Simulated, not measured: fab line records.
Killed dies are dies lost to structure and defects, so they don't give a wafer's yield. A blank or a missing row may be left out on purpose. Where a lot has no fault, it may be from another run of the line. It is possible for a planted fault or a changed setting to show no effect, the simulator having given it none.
The tool behind it: which one? | flow nand-harc | 36 wafers from 12 lots sampled at 6 of the route's 1302 steps

WHAT THE GAUGES READ, wafer by wafer
NHARC_A_ONON_D1_THK_MEAS_30: measures by ellipsometry.
lot  | measured     | on            | thk-nm (nm)
L618 | day 9 00:39  | film-metro-02 | 1000 1003 1000
L617 | day 9 00:38  | film-metro-01 | 992 991 991
L621 | day 10 15:32 | film-metro-01 | 996 994 995
L622 | day 10 23:57 | film-metro-01 | 991 993 992
L623 | day 11 06:10 | film-metro-01 | 1008 1009 565
L624 | day 11 16:22 | film-metro-02 | 1003 1003 559
L633 | day 15 03:29 | film-metro-01 | 992 993 993
L635 | day 15 22:41 | film-metro-01 | 1003 1001 1003
L634 | day 15 22:38 | film-metro-01 | 998 998 998
L636 | day 17 00:25 | film-metro-01 | 999 1000 999
L638 | day 17 12:16 | film-metro-02 | 976 976 978
L639 | day 17 21:46 | film-metro-02 | 996 996 999

NHARC_A_CHANNEL_HOLE_D1_OVL_MEAS_11.
lot  | measured     | on         | overlay-x-nm (nm) | overlay-y-nm (nm)
L618 | day 9 05:36  | overlay-02 | 0.7 1.1 1.0       | -0.7 -0.3 -0.1
L617 | day 9 03:52  | overlay-02 | 0.0 0.1 0.5       | 0.7 0.9 0.8
L621 | day 10 18:46 | overlay-02 | -0.7 -1.3 -0.3    | -1.0 0.0 -0.7
L622 | day 11 06:19 | overlay-02 | 0.1 0.5 0.4       | 0.3 0.0 0.9
L623 | day 11 10:22 | overlay-01 | -0.8 -0.2         | -1.1 -1.3
L624 | day 11 20:50 | overlay-02 | -0.2 -0.3         | -0.2 0.3
L633 | day 15 06:44 | overlay-02 | 1.2 0.7 0.8       | -0.5 0.2 0.4
L635 | day 16 03:51 | overlay-01 | 0.3 0.1 0.2       | -1.8 -2.2 -1.7
L634 | day 16 01:49 | overlay-02 | -0.7 -0.9 -0.8    | -0.5 -1.6 -0.7
L636 | day 17 06:31 | overlay-01 | 0.6 0.3 0.1       | 0.1 0.1 -0.2
L638 | day 17 17:35 | overlay-01 | 0.0 -0.1 0.0      | -0.4 -0.1 0.0
L639 | day 18 01:02 | overlay-02 | -0.2 -0.5 -1.0    | 1.3 0.5 0.6

NHARC_END_SORT_01.
lot  | measured     | on        | killed-at-array | killed-at-other | killed-at-periphery | killed-dies | killed-open | killed-short
L623 | day 27 08:38 | prober-02 | 23 20 675       | 4 0 1           | 3 5 1               | 30 25 677   | 3 5 5       | 0 4 1
L624 | day 27 17:13 | prober-01 | 61 54 673       | 1 0 1           | 4 3 3               | 66 57 677   | 5 1 4       | 5 3 1

EACH LOT AND THE TOOL THAT RAN IT (in order: tool; ch and the chambers of the sampled wafers; start)
lot  | NHARC_A_ONON_D1_DEP_28           | NHARC_A_ONON_D1_DEP_33          | NHARC_A_CHANNEL_HOLE_D1_DESCUM_15
L618 | pecvd-onon-03 ch 0, day 9 00:12  | pecvd-02 ch 0,1, day 9 00:43    | rie-diel-10 ch 0,2,3, day 9 05:42
L617 | pecvd-onon-04 ch 0, day 9 00:14  | pecvd-01 ch 0,2, day 9 00:44    | rie-diel-10 ch 1,2, day 9 03:58
L621 | pecvd-onon-04 ch 0, day 10 15:01 | pecvd-03 ch 0,1, day 10 15:35   | rie-diel-12 ch 1,3, day 10 18:52
L622 | pecvd-onon-04 ch 0, day 10 23:26 | pecvd-03 ch 0,2, day 11 00:01   | rie-diel-07 ch 0,1,2, day 11 06:27
L623 | pecvd-onon-04 ch 0, day 11 05:38 | pecvd-01 ch 0,2, day 11 06:13   | rie-diel-12 ch 0,1, day 11 10:48
L624 | pecvd-onon-04 ch 0, day 11 15:55 | pecvd-03 ch 0,1,2, day 11 16:31 | rie-diel-10 ch 0,3, day 11 20:57
L633 | pecvd-onon-03 ch 0, day 15 03:02 | pecvd-02 ch 0,2, day 15 03:33   | rie-diel-10 ch 1,3, day 15 06:50
L635 | pecvd-onon-04 ch 0, day 15 22:10 | pecvd-01 ch 0,1,2, day 15 22:44 | rie-diel-10 ch 0,1,2, day 16 03:57
L634 | pecvd-onon-03 ch 0, day 15 22:15 | pecvd-03 ch 0,1,2, day 15 22:44 | rie-diel-10 ch 2,3, day 16 01:55
L636 | pecvd-onon-01 ch 0, day 16 23:58 | pecvd-01 ch 0,1, day 17 00:29   | rie-diel-10 ch 2,3, day 17 06:38
L638 | pecvd-onon-01 ch 0, day 17 11:48 | pecvd-02 ch 0,1, day 17 12:22   | rie-diel-10 ch 0,1,2, day 17 17:40
L639 | pecvd-onon-04 ch 0, day 17 21:22 | pecvd-02 ch 0,1, day 17 21:55   | rie-diel-10 ch 2,3, day 18 01:08
- NHARC_A_ONON_D1_DEP_28: target thk 1000 nm.
- NHARC_A_ONON_D1_DEP_33: deposits SiO2, target thk 200 nm.
- NHARC_A_CHANNEL_HOLE_D1_DESCUM_15: chemistry O2, time 3 s.

WHAT THE TOOLS THEMSELVES READ (means of the sampled wafers that have a number; where no wafer has one, the mark that the record gives instead)
NHARC_A_ONON_D1_DEP_33.
lot  | tool     | heater-power-w (W) | mfc-precursor-sccm (sccm) | throttle-valve-pct (%)
L618 | pecvd-02 | 524                | 161.2                     | 16.4
L617 | pecvd-01 | 538                | 161.8                     | 15.5
L621 | pecvd-03 | 501                | 161.0                     | 15.9
L622 | pecvd-03 | 475                | 161.5                     | 16.1
L623 | pecvd-01 | 599                | 161.0                     | 15.9
L624 | pecvd-03 | 530                | 160.9                     | 15.8
L633 | pecvd-02 | 502                | 160.6                     | 15.9
L635 | pecvd-01 | 540                | 161.4                     | 15.7
L634 | pecvd-03 | 504                | 161.4                     | 16.0
L636 | pecvd-01 | 575                | 161.5                     | 16.2
L638 | pecvd-02 | 592                | 161.6                     | 16.1
L639 | pecvd-02 | 544                | 161.2                     | 16.0

NHARC_A_CHANNEL_HOLE_D1_DESCUM_15.
lot  | tool        | drypump-motor-current-A (A) | o2-flow-sccm (sccm) | oes-product-au (a.u.) | rf-vpp-V (V) | showerhead-plenum-p-Torr (Torr) | throttle-valve-pct (%)
L618 | rie-diel-10 | 5.4                         | 199.5               | 1.001                 | 58.0         | 1.96                            | 11.312
L617 | rie-diel-10 | 5.2                         | 199.9               | 0.989                 | 58.4         | 1.92                            | 11.319
L621 | rie-diel-12 | 5.3                         | 199.6               | 1.001                 | 57.1         | 1.88                            | 11.322
L622 | rie-diel-07 | 5.5                         | 200.2               | 1.006                 | 57.8         | 1.83                            | 11.316
L623 | rie-diel-12 | 5.8                         | 199.6               | 1.011                 | 58.0         | 1.86                            | 11.313
L624 | rie-diel-10 | 5.5                         | 199.4               | 1.005                 | 59.0         | 1.94                            | 11.316
L633 | rie-diel-10 | 5.5                         | 199.2               | 1.015                 | 56.4         | 1.82                            | 11.309
L635 | rie-diel-10 | 5.3                         | 200.2               | 1.000                 | 58.4         | 1.94                            | 11.305
L634 | rie-diel-10 | 5.3                         | 200.2               | 1.011                 | 57.8         | 1.93                            | 11.312
L636 | rie-diel-10 | 5.3                         | 200.1               | 1.002                 | 58.6         | 1.93                            | 11.315
L638 | rie-diel-10 | 5.3                         | 200.3               | 0.999                 | 57.9         | 1.94                            | 11.303
L639 | rie-diel-10 | 5.4                         | 199.9               | 1.006                 | 58.1         | 1.88                            | 11.317

THE ANSWER, worked out from the rows above alone
Rule: the lots themselves supply what counts as usual. The widest of any qualifying gaps counts: lots, ordered by their means at a reading, are off when they make up no more than a third of the lots, leave a main group of 4 or more, and stand apart from it by 3 or more times the standard deviation of that group's means. A main group is skipped when, at the precision printed for the reading in the tables above, its means are all equal. A lot without any number at a reading at which 4 lots or more have one is off too. Any other lot the step has rows for is counted as sound. Order of review: gauges by route order, followed by the tools' own readings, for which a lot's mean as printed above is used. The first step at which some lot is off is used, and at that step the reading that is off furthest; a lot without a number counts as furthest.
Off: L623, L624, at NHARC_A_ONON_D1_THK_MEAS_30 (thk-nm). The main group has a mean of 995 nm with a standard deviation of 7.
If a tool, at a process step before that reading, ran all the lots that are off and no sound lot after the first of them, it fits. The gauges at NHARC_A_ONON_D1_THK_MEAS_30 are tried like those tools. No candidate that was tried fits.

WHAT HAD BEEN PUT IN BY THE SIMULATOR
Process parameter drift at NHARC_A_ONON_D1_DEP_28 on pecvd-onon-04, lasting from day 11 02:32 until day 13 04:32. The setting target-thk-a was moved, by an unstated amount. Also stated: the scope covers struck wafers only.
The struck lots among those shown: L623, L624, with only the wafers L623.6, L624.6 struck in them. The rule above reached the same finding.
